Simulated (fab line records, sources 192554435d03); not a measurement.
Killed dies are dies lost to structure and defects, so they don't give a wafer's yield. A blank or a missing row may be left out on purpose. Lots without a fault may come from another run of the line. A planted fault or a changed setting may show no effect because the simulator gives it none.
Split-lot experiment | flow n5_finfet | 7 lots, 39 wafers read, on a route of 1938 steps

THE SPLIT
At N5_MOL_CONTACT_COAG_SPUTTER_130 (material Co, target thk 47.5 nm), the setting power_w was moved away from the recipe's 3000 W on 12 of the 39 wafers read, by -14.8% to +5.2%. The other wafers ran this setting at the recipe's value.

The reading is taken at the split's own step.

THE READING
Co_of_MOL_CONTACT_COAG_SPUTTER_130.thk_nm (the simulator's own value, which no gauge read), in nm, at N5_MOL_CONTACT_COAG_SPUTTER_130 (material Co, target thk 47.5 nm). The file gives no usual value for it. The 27 wafers here that ran the recipe average 48.0 nm, standard deviation 0.57 nm.

wafer  | tool, chamber at the split | power_w as run, W | against the recipe | Co_of_MOL_CONTACT_COAG_SPUTTER_130.thk_nm, nm | against lot-mates on the recipe
L074.1 | pvd_sputter-02, -          | 3000              | recipe             | 48.4                                          | -
L074.2 | pvd_sputter-02, -          | 3000              | recipe             | 48.2                                          | -
L074.3 | pvd_sputter-02, -          | 3000              | recipe             | 48.2                                          | -
L074.4 | pvd_sputter-02, -          | 2556              | -14.8%             | 41.2                                          | -7.1
L074.5 | pvd_sputter-02, -          | 2556              | -14.8%             | 41.2                                          | -7.1
L074.6 | pvd_sputter-02, -          | 2556              | -14.8%             | 41.2                                          | -7.1
L078.1 | pvd_sputter-02, -          | 3000              | recipe             | 48.8                                          | -
L078.5 | pvd_sputter-02, -          | 3000              | recipe             | 48.8                                          | -
L078.2 | pvd_sputter-02, -          | 2674              | -10.9%             | 43.2                                          | -5.7
L078.3 | pvd_sputter-02, -          | 2674              | -10.9%             | 43.8                                          | -5.1
L078.4 | pvd_sputter-02, -          | 2674              | -10.9%             | 44                                            | -4.9
L078.6 | pvd_sputter-02, -          | 3000              | recipe             | 49                                            | -
L080.1 | pvd_sputter-03, -          | 3000              | recipe             | 47.4                                          | -
L080.5 | pvd_sputter-03, -          | 3000              | recipe             | 47.4                                          | -
L080.6 | pvd_sputter-03, -          | 3000              | recipe             | 47.4                                          | -
L080.2 | pvd_sputter-03, -          | 2840              | -5.3%              | 44.8                                          | -2.6
L080.3 | pvd_sputter-03, -          | 2840              | -5.3%              | 45.4                                          | -2.0
L080.4 | pvd_sputter-03, -          | 2840              | -5.3%              | 45.6                                          | -1.8
L083.1 | pvd_sputter-03, -          | 3000              | recipe             | 47.6                                          | -
L083.2 | pvd_sputter-03, -          | 3000              | recipe             | 47.6                                          | -
L083.3 | pvd_sputter-03, -          | 3000              | recipe             | 47.4                                          | -
L084.1 | pvd_sputter-03, -          | 3000              | recipe             | 47.8                                          | -
L084.2 | pvd_sputter-03, -          | 3000              | recipe             | 47.6                                          | -
L084.3 | pvd_sputter-03, -          | 3000              | recipe             | 48.6                                          | -
L084.4 | pvd_sputter-03, -          | 3000              | recipe             | 48.4                                          | -
L084.5 | pvd_sputter-03, -          | 3000              | recipe             | 48                                            | -
L084.6 | pvd_sputter-03, -          | 3000              | recipe             | 48.2                                          | -
L092.1 | pvd_sputter-03, -          | 3000              | recipe             | 47.8                                          | -
L092.2 | pvd_sputter-03, -          | 3000              | recipe             | 47.6                                          | -
L092.5 | pvd_sputter-03, -          | 3000              | recipe             | 47.6                                          | -
L092.3 | pvd_sputter-03, -          | 3000              | recipe             | 47.2                                          | -
L092.4 | pvd_sputter-03, -          | 3000              | recipe             | 47.2                                          | -
L092.6 | pvd_sputter-03, -          | 3000              | recipe             | 47                                            | -
L076.1 | pvd_sputter-02, -          | 3000              | recipe             | 48.8                                          | -
L076.2 | pvd_sputter-02, -          | 3000              | recipe             | 48.4                                          | -
L076.3 | pvd_sputter-02, -          | 3157              | +5.2%              | 50.2                                          | +1.6
L076.4 | pvd_sputter-02, -          | 3000              | recipe             | 48.6                                          | -
L076.5 | pvd_sputter-02, -          | 3157              | +5.2%              | 50.8                                          | +2.2
L076.6 | pvd_sputter-02, -          | 3157              | +5.2%              | 50.6                                          | +2.0

THE FIT
A straight line over all 39 wafers: Co_of_MOL_CONTACT_COAG_SPUTTER_130.thk_nm changes by +0.446 nm for each +1% of power_w; r = +0.97; the points scatter about the line by 0.55 nm.
The same after taking each lot's own level away (the mean of its wafers on the recipe; 39 wafers): +0.462 nm for each +1%; r = +0.99; scatter 0.3 nm.
On that fit, the largest move of power_w shifts the reading by 6.8 nm.
The lots' own levels span 47.40 to 48.87 nm, that is 2.6 times the standard deviation above.
So the lot-to-lot level changes the slope little: the two slopes agree.
Check: with one of the wafers moved furthest among these (-14.8%) left out of the fit, the line predicts -6.84 nm for it against its lot-mates. It came out at -7.07 nm against them.

OTHER SPLITS ON THESE WAFERS
These wafers also went through other splits before the reading. Each is held against what the fit with the lots' levels taken away leaves over:
other split on the same wafers       | wafers away from the commonest value | r with Co_of_MOL_CONTACT_COAG_SPUTTER_130.thk_nm (lot level and that fit taken away)
N5_WELL_APT_IMPLANT_15 energy_kev    | 12                                   | +0.09
N5_DUMMY_GATE_ETCH_37 source_w       | 18                                   | -0.08
N5_DUMMY_GATE_ETCH_31 target_depth_a | 18                                   | +0.10

THE FILE'S OWN FIT
Co_of_MOL_CONTACT_COAG_SPUTTER_130.thk_nm changes by +0.465 nm for each +1% of power_w, r = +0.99.
